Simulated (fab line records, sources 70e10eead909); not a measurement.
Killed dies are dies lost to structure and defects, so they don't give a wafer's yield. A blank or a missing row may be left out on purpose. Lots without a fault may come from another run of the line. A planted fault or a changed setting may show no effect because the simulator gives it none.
Which tool did it? | flow nand_harc | 14 lots, 42 wafers sampled, at 4 steps of a route of 1302

WHAT THE GAUGES READ, wafer by wafer
The record holds no reading of a measuring or inspecting step that can be judged against a usual standard deviation.

WHICH TOOL RAN EACH LOT (tool, then ch and the chambers of the sampled wafers, then the start)
lot  | NHARC_A_DECK1_JOINT_ETCHBACK_07  | NHARC_A_DECK1_JOINT_CMP_13    | NHARC_A_DECK1_JOINT_ANNEAL_27 | NHARC_A_DECK1_JOINT_CMP_02
L765 | rie_si-06 ch 0,2, day 11 06:05   | cmp-02 ch 0,3, day 11 16:13   | furnace-02 ch 0, day 12 04:39 | cmp-02 ch 1,2,3, day 12 16:01
L764 | rie_si-01 ch 0,1,2, day 11 06:05 | cmp-04 ch 0,3, day 11 16:14   | furnace-02 ch 0, day 12 04:39 | cmp-03 ch 1,2, day 12 15:58
L763 | rie_si-05 ch 1,2, day 11 13:51   | cmp-02 ch 1,2,3, day 12 00:13 | furnace-05 ch 0, day 12 10:24 | cmp-02 ch 0,1,3, day 13 02:45
L771 | rie_si-05 ch 1,2, day 14 08:16   | cmp-03 ch 0,1,3, day 14 18:37 | furnace-05, day 15 06:56      | cmp-02 ch 1,2,3, day 15 23:06
L770 | rie_si-01 ch 0,1, day 14 08:17   | cmp-02 ch 0,1,2, day 14 18:34 | furnace-05, day 15 06:56      | cmp-04 ch 0,1,3, day 15 23:03
L777 | rie_si-06 ch 2,3, day 16 20:23   | cmp-03 ch 0,1, day 17 06:40   | furnace-02 ch 0, day 17 17:58 | cmp-04 ch 0,3, day 18 05:12
L778 | rie_si-01 ch 0,2,3, day 16 20:23 | cmp-02 ch 0,1,3, day 17 06:41 | furnace-02 ch 0, day 17 17:58 | cmp-03 ch 2,3, day 18 05:12
L776 | rie_si-05 ch 0,1, day 17 00:16   | cmp-03 ch 0,1,3, day 17 11:36 | furnace-02 ch 0, day 17 21:28 | cmp-02 ch 0,1,3, day 18 05:15
L780 | rie_si-06 ch 0,2,3, day 17 21:07 | cmp-03 ch 1,2,3, day 18 07:43 | furnace-02 ch 0, day 18 17:35 | cmp-02 ch 0,1,3, day 19 05:14
L781 | rie_si-05 ch 0,2, day 18 03:28   | cmp-02 ch 0,3, day 18 13:46   | furnace-02 ch 0, day 19 00:01 | cmp-03 ch 0,1, day 19 10:48
L782 | rie_si-01 ch 1,2, day 18 16:02   | cmp-03 ch 0,2,3, day 19 02:13 | furnace-02 ch 0, day 19 12:01 | cmp-04 ch 1,2,3, day 20 00:35
L783 | rie_si-05 ch 1,2,3, day 19 00:00 | cmp-02 ch 0,2,3, day 19 10:17 | furnace-02 ch 0, day 19 20:11 | cmp-02 ch 1,2,3, day 20 11:20
L785 | rie_si-01 ch 0,2,3, day 20 05:08 | cmp-02 ch 1,3, day 20 15:25   | furnace-02 ch 0, day 21 01:13 | cmp-04 ch 0,1,3, day 21 15:12
L786 | rie_si-05 ch 0,1,2, day 20 09:55 | cmp-04 ch 1,2,3, day 20 20:07 | furnace-02 ch 0, day 21 07:13 | cmp-03 ch 1,2,3, day 21 20:46
- NHARC_A_DECK1_JOINT_ETCHBACK_07: etches the open film in HBr, target depth 105 nm, time 26.9 s.
- NHARC_A_DECK1_JOINT_CMP_13: polishes, target thk 51.023 nm.
- NHARC_A_DECK1_JOINT_ANNEAL_27: time 3600 s.
- NHARC_A_DECK1_JOINT_CMP_02: polishes SiOx.

WHAT THE TOOLS THEMSELVES READ (means of the sampled wafers that have a number; where no wafer has one, the mark that the record gives instead)
NHARC_A_DECK1_JOINT_ETCHBACK_07. Usual: drypump_motor_current_A 5.3 A, standard deviation 0.35; he_backside_leak_sccm 2.71 sccm, standard deviation 0.15; oes_product_au 0.998 a.u., standard deviation 0.0092; throttle_valve_pct 23.267 %, standard deviation 0.0092.
lot  | tool      | drypump_motor_current_A (A) | he_backside_leak_sccm (sccm) | oes_product_au (a.u.) | throttle_valve_pct (%) | flag
L765 | rie_si-06 | 5.6                         | 2.65                         | 1.000                 | 23.267                 |
L764 | rie_si-01 | 5.2                         | 2.60                         | 0.994                 | 23.264                 |
L763 | rie_si-05 | 5.1                         | 2.63                         | 0.988                 | 23.262                 |
L771 | rie_si-05 | 5.1                         | 2.74                         | 0.996                 | 23.268                 |
L770 | rie_si-01 | 5.3                         | 2.67                         | 1.000                 | 23.272                 |
L777 | rie_si-06 | 5.9                         | 2.63                         | 0.992                 | 23.266                 |
L778 | rie_si-01 | 5.4                         | 2.65                         | 0.996                 | 23.271                 |
L776 | rie_si-05 | 5.3                         | 2.90                         | 0.998                 | 23.264                 |
L780 | rie_si-06 | 5.8                         | 2.65                         | 0.997                 | 23.270                 |
L781 | rie_si-05 | 5.2                         | 2.81                         | 0.993                 | 23.266                 |
L782 | rie_si-01 | 4.9                         | 2.65                         | 1.002                 | 23.274                 |
L783 | rie_si-05 | 5.1                         | 2.69                         | 0.994                 | 23.263                 |
L785 | rie_si-01 | 5.4                         | 2.58                         | 0.993                 | 23.267                 |
L786 | rie_si-05 | 5.3                         | 2.77                         | 0.997                 | 23.270                 |

NHARC_A_DECK1_JOINT_CMP_13. Usual: edge_zone_pressure_frac 1.000, standard deviation 0.005; motor_current_A 11.8 A, standard deviation 1; time_to_endpoint_s 9.7 s, standard deviation 2.4.
lot  | tool   | edge_zone_pressure_frac | motor_current_A (A) | time_to_endpoint_s (s) | flag
L765 | cmp-02 | 1.000                   | 11.5                | 7.4                    |
L764 | cmp-04 | 1.004                   | 11.8                | 8.8                    |
L763 | cmp-02 | 0.998                   | 11.6                | 8.5                    |
L771 | cmp-03 | 1.002                   | 12.4                | 12.3                   |
L770 | cmp-02 | 1.004                   | 12.0                | 9.6                    |
L777 | cmp-03 | 1.001                   | 13.0                | 10.5                   |
L778 | cmp-02 | 0.999                   | 12.3                | 11.6                   |
L776 | cmp-03 | 0.999                   | 12.5                | 9.8                    |
L780 | cmp-03 | 0.999                   | 11.5                | 12.1                   |
L781 | cmp-02 | 0.993                   | 11.7                | 12.2                   |
L782 | cmp-03 | 1.002                   | 11.8                | 11.3                   |
L783 | cmp-02 | 1.002                   | 11.4                | 7.3                    |
L785 | cmp-02 | 0.997                   | 12.7                | 9.4                    |
L786 | cmp-04 | 1.000                   | 11.6                | 5.0                    |

NHARC_A_DECK1_JOINT_ANNEAL_27. Usual: densification_p_h2o_torr 639.9 Torr, standard deviation 1.3; ramp_up_c_per_min 10.000, standard deviation 0.0017; spike_tc_centre_C 401.2 C, standard deviation 1.3; tube_center_temp_C 400.00 C, standard deviation 0.042.
lot  | tool       | densification_p_h2o_torr (Torr) | ramp_up_c_per_min | spike_tc_centre_C (C) | tube_center_temp_C (C) | flag
L765 | furnace-02 | 641.1                           | 10.000            | 401.5                 | 400.04                 |
L764 | furnace-02 | 640.9                           | 9.999             | 402.1                 | 400.03                 |
L763 | furnace-05 | 639.1                           | 10.002            | 398.8                 | 400.00                 |
L771 | furnace-05 | -                               | -                 | -                     | -                      | OFF
L770 | furnace-05 | -                               | -                 | -                     | -                      | OFF
L777 | furnace-02 | 639.9                           | 10.001            | 401.5                 | 399.96                 |
L778 | furnace-02 | 640.2                           | 9.998             | 401.5                 | 399.99                 |
L776 | furnace-02 | 639.1                           | 10.001            | 402.0                 | 399.96                 |
L780 | furnace-02 | 639.5                           | 10.001            | 402.0                 | 400.00                 |
L781 | furnace-02 | 638.5                           | 9.998             | 400.7                 | 400.01                 |
L782 | furnace-02 | 639.2                           | 10.000            | 401.6                 | 399.97                 |
L783 | furnace-02 | 640.2                           | 10.001            | 401.6                 | 400.02                 |
L785 | furnace-02 | 639.3                           | 10.000            | 401.2                 | 399.99                 |
L786 | furnace-02 | 640.4                           | 10.000            | 401.1                 | 399.99                 |

NHARC_A_DECK1_JOINT_CMP_02. Usual: edge_zone_pressure_frac 1.001, standard deviation 0.0049; motor_current_A 11.8 A, standard deviation 0.91.
lot  | tool   | edge_zone_pressure_frac | motor_current_A (A) | flag
L765 | cmp-02 | 1.000                   | 11.7                |
L764 | cmp-03 | 1.000                   | 11.1                |
L763 | cmp-02 | 0.998                   | 12.2                |
L771 | cmp-02 | 0.999                   | 12.2                |
L770 | cmp-04 | 0.998                   | 11.8                |
L777 | cmp-04 | 1.004                   | 12.5                |
L778 | cmp-03 | 1.002                   | 11.3                |
L776 | cmp-02 | 1.002                   | 11.8                |
L780 | cmp-02 | 1.004                   | 12.3                |
L781 | cmp-03 | 0.994                   | 13.1                |
L782 | cmp-04 | 1.003                   | 11.6                |
L783 | cmp-02 | 1.005                   | 11.7                |
L785 | cmp-04 | 0.998                   | 11.6                |
L786 | cmp-03 | 0.996                   | 11.4                |

THE ANSWER, worked out from the rows above alone
Rule: a lot is off if the mean of its wafers that have a number lies more than 3 standard deviations from the usual mean. A lot without any number at a reading at which 4 lots or more have one is off too. The other lots that the step has rows for count as sound. The gauges are gone through in route order, then the tools' own readings, and for those a lot's mean is taken as printed above. The first step at which some lot is off is used, and at that step the reading that is off furthest; a lot without a number counts as furthest.
Off: L771, L770, at NHARC_A_DECK1_JOINT_ANNEAL_27 (densification_p_h2o_torr). Without a number there: L771, L770.
A tool fits if, at that step or a process step before it, it ran every lot that is off, and no sound lot after the first of them. One fits: furnace-05 at NHARC_A_DECK1_JOINT_ANNEAL_27. Its last sound lot is L763 (day 12 10:24), its first lot that is off L770 (day 15 06:56): a fault that began between those two fits.
Blank at NHARC_A_DECK1_JOINT_ANNEAL_27 on the lots that are off, where sound lots have numbers: densification_p_h2o_torr, ramp_up_c_per_min, spike_tc_centre_C, tube_center_temp_C.

WHAT THE SIMULATOR HAD PUT IN
Skipped step whole: furnace-05, from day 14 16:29 on, at NHARC_A_DECK1_JOINT_ANNEAL_27. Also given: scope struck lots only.
Lots struck among those shown: L771, L770. The rule above found the same.
